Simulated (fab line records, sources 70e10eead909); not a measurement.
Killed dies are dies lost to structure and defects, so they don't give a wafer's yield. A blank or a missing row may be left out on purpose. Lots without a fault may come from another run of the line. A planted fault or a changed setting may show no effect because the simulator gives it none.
fab line records | flow nand_harc
record lots=5 wafers=14 last_day=25
route steps=1159 shown P_STI@78
lots that met no fault: from a run of the same line without faults
start_h: hours from the record's first day to the start of the lot's first wafer shown | wait_h: hours since the lot's step before | " the same as in the row above | L1.1+2: a row that stands for several wafers | - no value, or no start given | * or withheld: withheld | < > ~ a bound
route shown NAME@n: a module of which the file shows steps, and the number in the route of the first | usual: mean/standard deviation of fault-free wafers | same: alike in all rows | chamber/n: place in a boat | sites: the reading at each site | _std_site: their standard deviation | _edge_site: outer sites' mean less inner sites' | radius_mm: how far each site lies from the wafer's centre | mask NAME#n: copy n | behind: the tool/chamber that last shaped the wafer | hold: why the lot was held/for how many hours/how that ended | device: the transistor (n, p or np) that didn't switch | end of line: the same wafers' tests at the end of the route | a step without rows: its recipe alone | killed: dies lost to structure and defects at the first sort, not the wafer's yield | map: a wafer's dies, x killed, . not, _ none there
set.NAME: the setting as run; set.NAME@STEP: as run at that earlier step | model.NAME: the simulator's own value behind a step, which no gauge read
lots at some steps of the route; a table a step, a row a wafer
services: from which hour (start_h, from the record's first day; less than 0 if before it) a tool's chamber was out of use, for how many hours, and why
## steps
# step NHARC_P_STI_SOFTBAKE_04
# recipe temp_c=125 time_s=70
# step NHARC_P_STI_EBR_05
# step NHARC_P_STI_EXPOSE_06
# recipe na=0.55 target_cd_nm=200 dose_mj=37.69 mask_id=P_STI
# step NHARC_P_STI_PEB_07
# recipe peb_temp_c=128 peb_time_s=80
# step NHARC_P_STI_DEVELOP_08
# recipe time_s=50 dev_temp_c=22
# step NHARC_P_STI_CD_MEAS_09
# recipe target_cd_nm=200 landing_energy_ev=500
# usual cd_nm=199.4/1.7
# columns lot.wafer tool chamber start_h wait_h cd_nm
L407.1 cd_sem-01 0 36.82 - 197.5
L407.3 " 0 " " 199.4
L407.4 " 0 " " 198.0
L410.2 cd_sem-01 0 50.91 - 198.5
L410.5 " 0 " " 197.2
L410.6 " 0 " " 197.0
L415.1 cd_sem-03 0 84.99 - 200.7
L415.5 " 0 " " 200.8
L415.6 " 0 " " 199.9
L416.3 cd_sem-02 0 90.45 - 198.5
L416.4 " 0 " " 199.5
L430.3 cd_sem-02 0 172.74 - 200.6
L430.5 " 0 " " 200.6
L430.6 " 0 " " 197.5
# step NHARC_P_STI_OVL_MEAS_10
# usual overlay_x_nm=2/5.4 overlay_y_nm=0/4.9
# columns lot.wafer tool chamber start_h wait_h overlay_x_nm overlay_y_nm
L407.1 overlay-01 - 36.90 - 0 -3
L407.3 " - " " 1 -2
L407.4 " - " " 1 -2
L410.2 overlay-02 - 51.00 - 8 1
L410.5 " - " " 7 1
L410.6 " - " " 8 1
L415.1 overlay-02 - 85.09 - 6 5
L415.5 " - " " 6 6
L415.6 " - " " 6 6
L416.3 overlay-02 - 90.53 - -5 6
L416.4 " - " " -6 6
L430.3 overlay-01 - 172.83 - 10 -5
L430.5 " - " " 11 -5
L430.6 " - " " 10 -5
# step NHARC_P_STI_INSPECT_11
# usual raw_defect_count=5.6/3
# columns lot.wafer tool chamber start_h wait_h raw_defect_count
L407.1 defect_inspect-02 - 36.94 0.0 13
L407.3 " - " " 5
L407.4 " - " " 1
L410.2 defect_inspect-01 - 51.04 0.0 1
L410.5 " - " " 6
L410.6 " - " " 3
L415.1 defect_inspect-02 - 85.13 0.0 4
L415.5 " - " " 7
L415.6 " - " " 6
L416.3 defect_inspect-01 - 90.57 0.0 9
L416.4 " - " " 4
L430.3 defect_inspect-01 - 172.86 0.0 12
L430.5 " - " " 7
L430.6 " - " " 9
# step NHARC_P_STI_HARDBAKE_13
# recipe temp_c=118 time_s=65
# step NHARC_P_STI_DESCUM_14
# recipe time_s=3 o2_flow_sccm=200 ar_flow_sccm=0 bias_power_w=0 chemistry=O2
# usual drypump_motor_current_A=5.53/0.27 o2_flow_sccm=200.1/0.68 oes_product_au=0.999/0.0073 rf_vpp_V=57.6/0.88 showerhead_plenum_p_Torr=1.89/0.087 throttle_valve_pct=11.311/0.009
# columns lot.wafer tool chamber start_h wait_h drypump_motor_current_A o2_flow_sccm oes_product_au rf_hours_counter_h rf_vpp_V showerhead_plenum_p_Torr throttle_valve_pct
L407.3 rie_diel-13 0 37.07 - 5.67 199.8 1.005 2.2 56.8 1.86 11.304
L407.4 " 2 " " 5.20 200.8 0.997 2.1 58.0 1.81 11.311
L407.1 " 3 " " 5.72 201.0 1.004 2.2 57.8 1.97 11.318
L410.2 rie_diel-03 1 51.20 - 5.72 199.8 1.003 0.1 57.4 1.79 11.326
L410.5 " 2 " " 5.36 199.1 1.011 - 56.7 1.79 11.312
L410.6 " 3 " " 5.47 200.0 0.998 - 58.6 1.99 11.307
L415.1 rie_diel-13 1 85.29 - 5.41 199.5 0.995 3.7 57.3 1.93 11.305
L415.5 " 2 " " 5.18 200.0 1.002 - 57.7 1.81 11.329
L415.6 " 3 " " 5.70 199.6 0.999 - 57.6 1.97 11.296
L416.3 rie_diel-10 1 90.72 - 5.92 199.6 0.998 3.1 58.6 1.93 11.308
L416.4 " 3 " " 5.70 200.2 1.004 3.2 57.1 1.83 11.319
L430.3 rie_diel-03 3 173.00 - 5.51 200.2 0.980 7.5 56.4 1.98 11.302
L430.5 " 1 " " 5.72 199.3 0.998 - 57.0 1.78 11.305
L430.6 " 2 " " 5.37 200.5 0.998 - 57.5 1.78 11.306
# step NHARC_P_STI_ETCH_42
# recipe target_depth_a=800 overetch_a=240 time_s=61 ion_energy_ev=200 n2_flow_sccm=150 h2_flow_sccm=150 ar_flow_sccm=0 rf_w=400 bias_w=150 chemistry=N2/H2
# usual drypump_motor_current_A=5.53/0.26 oes_product_au=0.998/0.0067 rf_vpp_V=429.7/2.7 showerhead_plenum_p_Torr=2.01/0.095 throttle_valve_pct=14.170/0.009
# columns lot.wafer tool chamber start_h wait_h drypump_motor_current_A oes_product_au rf_hours_counter_h rf_vpp_V showerhead_plenum_p_Torr throttle_valve_pct
L407.4 rie_diel-13 3 37.16 0.1 5.73 1.005 2.2 432.5 2.10 14.165
L407.3 " 0 " " 5.66 0.994 2.2 430.1 1.98 14.161
L407.1 " 2 " " 5.16 0.999 2.1 426.7 1.93 14.188
L410.2 rie_diel-03 1 51.26 0.1 5.72 0.999 0.1 427.2 1.90 14.162
L410.6 " 1 " " 5.71 1.008 - 426.0 1.90 14.158
L410.5 " 2 " " 5.33 1.003 - 425.0 1.90 14.171
L415.1 rie_diel-13 0 85.36 0.1 5.64 0.998 3.7 429.8 1.98 14.160
L415.5 " 2 " " 5.19 1.003 - 427.8 1.93 14.153
L415.6 " 3 " " 5.72 1.002 - 432.1 2.10 14.179
L416.4 rie_diel-10 0 90.80 0.1 5.88 1.008 2.9 434.5 2.21 14.181
L416.3 " 1 " " 5.98 0.997 3.1 431.9 2.06 14.164
L430.3 rie_diel-03 3 173.11 0.1 5.48 0.981 7.6 432.5 2.12 14.188
L430.5 " 2 " " 5.36 1.000 - 427.2 1.90 14.161
L430.6 " 3 " " 5.49 0.992 - 433.2 2.12 14.166
# step NHARC_P_STI_ETCH_31
# recipe target_depth_a=1089 time_s=54.5 cf4_flow_sccm=100 chf3_flow_sccm=30 ar_flow_sccm=0 rf_w=500 bias_w=200 chemistry=CF4/CHF3
# usual cf4_flow_sccm=100.0/0.3 drypump_motor_current_A=5.50/0.27 oes_product_au=0.963/0.013 rf_vpp_V=369.8/2.4 showerhead_plenum_p_Torr=1.55/0.065 throttle_valve_pct=16.802/0.0091
# columns lot.wafer tool chamber start_h wait_h cf4_flow_sccm drypump_motor_current_A oes_product_au rf_hours_counter_h rf_vpp_V showerhead_plenum_p_Torr throttle_valve_pct
L407.3 rie_diel-13 2 - - 99.6 5.20 0.967 2.1 367.5 1.49 16.808
L407.4 " 0 " " 99.8 5.64 0.949 2.3 369.6 1.53 16.803
L407.1 " 1 " " 100.0 5.45 0.956 2.1 372.7 1.59 16.783
L410.2 rie_diel-03 2 - - 100.1 5.34 0.958 0.2 368.4 1.47 16.804
L410.5 " 3 " " 100.1 5.41 0.944 - 371.7 1.63 16.800
L410.6 " 0 " " 100.2 4.99 0.966 - 369.3 1.55 16.809
L415.1 rie_diel-13 2 - - 100.1 5.19 0.954 3.8 368.6 1.49 16.798
L415.6 " 2 " " 100.8 5.18 0.954 - 368.2 1.49 16.800
L415.5 " 3 " " 99.8 5.71 0.956 - 372.3 1.62 16.806
L416.3 rie_diel-10 3 - - 100.6 5.68 0.984 3.2 368.7 1.51 16.814
L416.4 " 2 " " 99.7 5.14 0.949 3.1 367.5 1.48 16.790
L430.3 rie_diel-03 1 - - 100.1 5.74 0.951 6.4 367.6 1.47 16.813
L430.5 " 2 " " 99.7 5.36 0.954 - 366.0 1.47 16.798
L430.6 " 3 " " 99.7 5.49 0.940 - 371.2 1.63 16.809
# step NHARC_P_STI_ETCH_15
# recipe target_depth_a=3000 taper_deg=4 time_s=100.1 hbr_flow_sccm=150 cl2_flow_sccm=50 rf_w=400 icp_w=400 bias_w=100 chemistry=HBr/Cl2
# usual drypump_motor_current_A=5.6/0.44 hbr_flow_sccm=150.0/0.44 oes_product_au=1.003/0.0077 throttle_valve_pct=26.406/0.0093
# columns lot.wafer tool chamber start_h wait_h drypump_motor_current_A hbr_flow_sccm oes_product_au rf_hours_counter_h throttle_valve_pct model.P_STI.feature_depth_nm
L407.4 rie_si-04 3 37.35 - 5.1 150.4 0.999 0.8 26.408 300.4
L407.3 " 0 " " 5.2 150.1 1.006 0.7 26.397 303.5
L407.1 " 2 " " 5.0 149.0 1.000 1.0 26.409 300.1
L410.2 rie_si-01 3 51.46 - 6.2 149.4 0.996 0.6 26.405 298.7
L410.5 " 2 " " 5.2 150.3 1.000 - 26.410 296.9
L410.6 " 3 " " 6.2 149.5 1.003 - 26.412 298.9
L415.1 rie_si-01 0 85.58 - 5.5 150.3 1.003 0.8 26.403 302.6
L415.5 " 1 " " 5.5 150.5 1.004 - 26.403 301
L415.6 " 2 " " 5.2 151.0 1.008 - 26.402 300.1
L416.4 rie_si-04 0 90.99 - 5.2 149.8 0.868 1.1 26.402 236.5
L416.3 " 3 " " 5.1 149.4 1.018 1.1 26.414 303.7
L430.3 rie_si-01 2 173.31 - 5.2 150.1 1.009 0.2 26.402 303.1
L430.5 " 2 " " 5.2 150.5 0.998 - 26.401 299.9
L430.6 " 3 " " 6.2 149.4 1.016 - 26.417 304.3
# step NHARC_P_STI_CD_MEAS_16
# usual cd_nm=199.0/1.9
# columns lot.wafer tool chamber start_h wait_h cd_nm
L407.1 cd_sem-01 - 37.51 - 197.3
L407.3 " - " " 198.8
L407.4 " - " " 198.1
L410.2 cd_sem-03 - 51.62 - 197.5
L410.5 " - " " 197.2
L410.6 " - " " 195.7
L415.1 cd_sem-03 - 85.70 - 199.7
L415.5 " - " " 200.0
L415.6 " - " " 199.1
L416.3 cd_sem-01 - 91.16 - 197.4
L416.4 " - " " 199.9
L430.3 cd_sem-01 - 173.48 - 200.1
L430.5 " - " " 201.2
L430.6 " - " " 197.8
# step NHARC_P_STI_OCD_MEAS_17
# usual trench_depth_nm=302/3.1 trench_foot_cd_nm=157.3/1.8
# columns lot.wafer tool chamber start_h wait_h trench_depth_nm trench_foot_cd_nm
L407.1 ocd-02 - 37.60 0.1 300 155.7
L407.3 " - " " 304 156.6
L407.4 " - " " 301 155.7
L410.2 ocd-01 - 51.71 0.1 298 156.5
L410.5 " - " " 297 156.0
L410.6 " - " " 299 155.0
L415.1 ocd-01 - 85.79 0.1 302 158.7
L415.5 " - " " 301 158.9
L415.6 " - " " 300 158.1
L416.3 ocd-01 - 91.25 0.1 304 156.0
L416.4 " - " " 237 167.0
L430.3 ocd-02 - 173.56 0.1 303 158.1
L430.5 " - " " 300 158.1
L430.6 " - " " 305 155.4
# step NHARC_P_STI_STRIP_19
# recipe time_s=900 temp_c=130 chemistry=SPM
## services
# columns tool chamber start_h hours kind
rie_diel-03 0 17.30 - clean
rie_diel-03 1 17.30 - clean
rie_diel-03 2 17.30 - clean
rie_diel-03 3 17.30 - clean
rie_diel-13 0 29.00 - clean
rie_diel-13 1 29.00 - clean
rie_diel-13 2 29.00 - clean
rie_diel-13 3 29.00 - clean
rie_diel-03 - 38.30 9.0 pm
rie_diel-10 0 53.64 4.1 repair
rie_si-01 - 86.66 0.8 repair
rie_diel-10 - 96.12 2.1 repair
rie_diel-13 - 99.00 9.0 pm
rie_si-04 - 99.00 9.0 pm
rie_diel-10 1 100.62 3.3 repair
rie_diel-03 3 115.54 4.8 repair
rie_diel-13 3 122.42 1.4 repair
rie_si-01 - 127.00 9.0 pm
rie_diel-10 1 135.47 3.4 repair
rie_diel-03 1 140.10 7.0 repair
rie_diel-03 3 148.56 18.2 repair
rie_si-01 - 157.38 1.7 repair
rie_diel-03 0 162.40 16.2 repair
rie_diel-13 - 170.27 0.5 repair
## key
first_sign step=NHARC_P_STI_ETCH_15 reading=oes_product_au direction=down sigmas=18 usual=1.003 struck=0.868
effect step=NHARC_P_STI_OCD_MEAS_17 reading=trench_depth_nm direction=down sigmas=21 usual=302 struck=237
model_effect step=NHARC_P_STI_ETCH_15 value=P_STI.feature_depth_nm without=303 struck=236.5
met_at NHARC_P_STI_ETCH_15
struck_wafers L416.4
sort_left_out L416.4
tester_left_out L416
onset_between 37.35 90.99
fault kind=process_parameter_drift tool=rie_si-04 chamber=- onset_h=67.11 steps=NHARC_P_STI_ETCH_15 channel=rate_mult offset=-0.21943 shape=step end_h=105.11 scope=struck_wafers_only
# tester_left_out: of these lots the tester's yield and bins aren't shown, on N5 and GAA mostly nor the transistor test; their killed dies are dies lost to structure and defects alone, not to doping, threshold or leakage, so they don't give the yield
# sort_left_out: the simulated sort isn't trusted on such a fault, so these wafers' sort isn't shown, and their yield isn't known
